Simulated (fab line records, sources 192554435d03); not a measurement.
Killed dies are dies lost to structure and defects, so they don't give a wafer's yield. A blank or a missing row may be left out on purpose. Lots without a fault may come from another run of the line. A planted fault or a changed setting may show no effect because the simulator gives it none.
Which tool did it? | flow n5_finfet | 11 lots, 32 wafers sampled, at 5 steps of a route of 1938

WHAT THE GAUGES READ, wafer by wafer
N5_BEOL_M7_OVL_MEAS_12.
lot  | measured     | on         | M7_OVL (nm)
L352 | day 10 11:37 | overlay-01 | -0.5 0.3 -1.2
L349 | day 10 14:40 | overlay-01 | 0.5 0.6
L351 | day 10 14:43 | overlay-01 | 0.2 0.5 1.4
L354 | day 11 12:44 | overlay-01 | -0.2 -0.5 0.2
L356 | day 11 22:33 | overlay-02 | 1.5 -0.6 0.4
L355 | day 12 05:50 | overlay-01 | 0.8 -1.4 0.0
L363 | day 14 07:20 | overlay-01 | 7.1 7.0 6.2
L364 | day 14 11:55 | overlay-02 | 6.2 6.1 6.7
L367 | day 14 22:41 | overlay-02 | 0.3 0.4 0.6
L368 | day 14 22:56 | overlay-02 | 1.5 1.7 1.0
L372 | day 15 06:55 | overlay-01 | -0.9 0.0 -0.8

N5_BEOL_M7_INSPECT_13: inspects for defects (brightfield).
lot  | measured     | on                | raw_defect_count
L352 | day 10 11:38 | defect_inspect-02 | 381 441 493
L349 | day 10 14:41 | defect_inspect-02 | 391 305
L351 | day 10 14:44 | defect_inspect-02 | 390 421 341
L354 | day 11 12:46 | defect_inspect-02 | 372 326 334
L356 | day 11 22:34 | defect_inspect-02 | 540 360 444
L355 | day 12 05:52 | defect_inspect-02 | 388 313 380
L363 | day 14 07:21 | defect_inspect-02 | 264 411 348
L364 | day 14 11:56 | defect_inspect-02 | 345 232 366
L367 | day 14 22:43 | defect_inspect-02 | 397 430 335
L368 | day 14 22:58 | defect_inspect-02 | 622 540 547
L372 | day 15 06:57 | defect_inspect-02 | 605 333 336

WHICH TOOL RAN EACH LOT (tool, then ch and the chambers of the sampled wafers, then the start)
lot  | N5_BEOL_M6_CMP_52             | N5_BEOL_M7_CURE_74            | N5_BEOL_M7_EXPOSE_08
L352 | cmp-03 ch 1,2,3, day 10 09:04 | uv_cure-02 ch 0, day 10 09:38 | arfi_scanner-02 ch 0, day 10 11:28
L349 | cmp-03 ch 1,2, day 10 11:55   | uv_cure-02 ch 2, day 10 12:40 | arfi_scanner-03 ch 0, day 10 14:32
L351 | cmp-03 ch 2,3, day 10 12:19   | uv_cure-01 ch 1, day 10 13:01 | arfi_scanner-03 ch 0, day 10 14:34
L354 | cmp-03 ch 1,2,3, day 11 09:58 | uv_cure-02 ch 0, day 11 10:31 | arfi_scanner-01 ch 0, day 11 12:35
L356 | cmp-04 ch 0,1,2, day 11 18:56 | uv_cure-02 ch 2, day 11 19:29 | arfi_scanner-03 ch 0, day 11 22:23
L355 | cmp-04 ch 0,2, day 12 03:16   | uv_cure-01 ch 2, day 12 04:02 | arfi_scanner-01 ch 0, day 12 05:40
L363 | cmp-02 ch 0,1,3, day 14 05:02 | uv_cure-03 ch 0, day 14 05:31 | arfi_scanner-03 ch 0, day 14 07:10
L364 | cmp-03 ch 0,3, day 14 08:35   | uv_cure-01 ch 0, day 14 09:17 | arfi_scanner-03 ch 0, day 14 11:46
L367 | cmp-03 ch 0,1,2, day 14 19:26 | uv_cure-02 ch 2, day 14 19:57 | arfi_scanner-01 ch 0, day 14 22:31
L368 | cmp-04 ch 0,1,3, day 14 20:42 | uv_cure-01 ch 0, day 14 21:35 | arfi_scanner-02 ch 0, day 14 22:47
L372 | cmp-02 ch 0,1,2, day 15 04:37 | uv_cure-02 ch 0, day 15 05:10 | arfi_scanner-02 ch 0, day 15 06:46
- N5_BEOL_M6_CMP_52: polishes, stops on SiCOH lowk, t overpolish 6.9 s, target thk 80 nm.
- N5_BEOL_M7_CURE_74: cures SiCOH lowk, time 240 s.
- N5_BEOL_M7_EXPOSE_08: exposes mask M7.

WHAT THE TOOLS THEMSELVES READ (means of the sampled wafers that have a number; where no wafer has one, the mark that the record gives instead)
N5_BEOL_M6_CMP_52.
lot  | tool   | barrier_field_endpoint_s (s) | motor_current_A (A) | overpolish_run_s (s) | slurry_filter_dp_kPa (kPa) | time_to_endpoint_s (s)
L352 | cmp-03 | 28.8                         | 6.1                 | 6.896                | 13.42                      | 65
L349 | cmp-03 | 28.5                         | 5.8                 | 6.893                | 13.55                      | 60
L351 | cmp-03 | 28.4                         | 5.9                 | 6.903                | 13.61                      | 59
L354 | cmp-03 | 27.9                         | 5.9                 | 6.894                | 13.41                      | 55
L356 | cmp-04 | 28.6                         | 6.1                 | 6.892                | 13.47                      | 62
L355 | cmp-04 | 28.5                         | 5.8                 | 6.896                | 13.44                      | 61
L363 | cmp-02 | 29.4                         | 5.9                 | 6.900                | 13.57                      | 63
L364 | cmp-03 | 29.6                         | 5.2                 | 6.902                | 13.52                      | 64
L367 | cmp-03 | 28.8                         | 5.6                 | 6.897                | 13.45                      | 63
L368 | cmp-04 | 29.4                         | 6.3                 | 6.904                | 13.39                      | 63
L372 | cmp-02 | 29.3                         | 6.4                 | 6.899                | 13.62                      | 65

N5_BEOL_M7_CURE_74.
lot  | tool       | lamp_power_pct (%) | wafer_temp_C_max
L352 | uv_cure-02 | 52.31              | 386.9
L349 | uv_cure-02 | 52.29              | 387.1
L351 | uv_cure-01 | 52.29              | 386.6
L354 | uv_cure-02 | 52.32              | 386.6
L356 | uv_cure-02 | 52.33              | 386.9
L355 | uv_cure-01 | 52.34              | 386.4
L363 | uv_cure-03 | 52.34              | 386.9
L364 | uv_cure-01 | 52.33              | 386.5
L367 | uv_cure-02 | 52.41              | 387.5
L368 | uv_cure-01 | 52.32              | 386.5
L372 | uv_cure-02 | 52.33              | 386.6

N5_BEOL_M7_EXPOSE_08.
lot  | tool            | exposure_dose_mJ_cm2 | focus_offset_nm (nm)
L352 | arfi_scanner-02 | 68.23                | -0.4
L349 | arfi_scanner-03 | 68.19                | -0.8
L351 | arfi_scanner-03 | 68.32                | 0.3
L354 | arfi_scanner-01 | 68.14                | 0.2
L356 | arfi_scanner-03 | 68.23                | 0.3
L355 | arfi_scanner-01 | 68.18                | -0.5
L363 | arfi_scanner-03 | 68.24                | 0.4
L364 | arfi_scanner-03 | 68.33                | -0.0
L367 | arfi_scanner-01 | 68.13                | -0.5
L368 | arfi_scanner-02 | 68.21                | -0.2
L372 | arfi_scanner-02 | 68.30                | -0.5

THE ANSWER, worked out from the rows above alone
Rule: what is usual is taken from the lots themselves. Put in order of their means at a reading, lots are off if they are a third of the lots or fewer, leave a main group of 4 or more, and stand apart from it by a gap of 3 or more times the standard deviation of the main group's means; of several such gaps the widest counts. A main group whose means are all the same, to the digits that the tables above print for the reading, isn't used. A lot without any number at a reading at which 4 lots or more have one is off too. The other lots that the step has rows for count as sound. The gauges are gone through in route order, then the tools' own readings, and for those a lot's mean is taken as printed above. The first step at which some lot is off is used, and at that step the reading that is off furthest; a lot without a number counts as furthest.
Off: L363, L364, at N5_BEOL_M7_OVL_MEAS_12 (M7_OVL). The main group: mean 0.2 nm, standard deviation 0.6.
A tool fits if, at a process step before that reading, it ran every lot that is off, and no sound lot after the first of them. The gauges at N5_BEOL_M7_OVL_MEAS_12 are tried like those tools. One fits: arfi_scanner-03 at N5_BEOL_M7_EXPOSE_08. Its last sound lot is L356 (day 11 22:23), its first lot that is off L363 (day 14 07:10): a fault that began between those two fits.

WHAT THE SIMULATOR HAD PUT IN
Scanner matching overlay: arfi_scanner-03, from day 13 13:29 on, at N5_BEOL_M7_EXPOSE_08. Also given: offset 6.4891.
Lots struck among those shown: L363, L364. The rule above found the same.
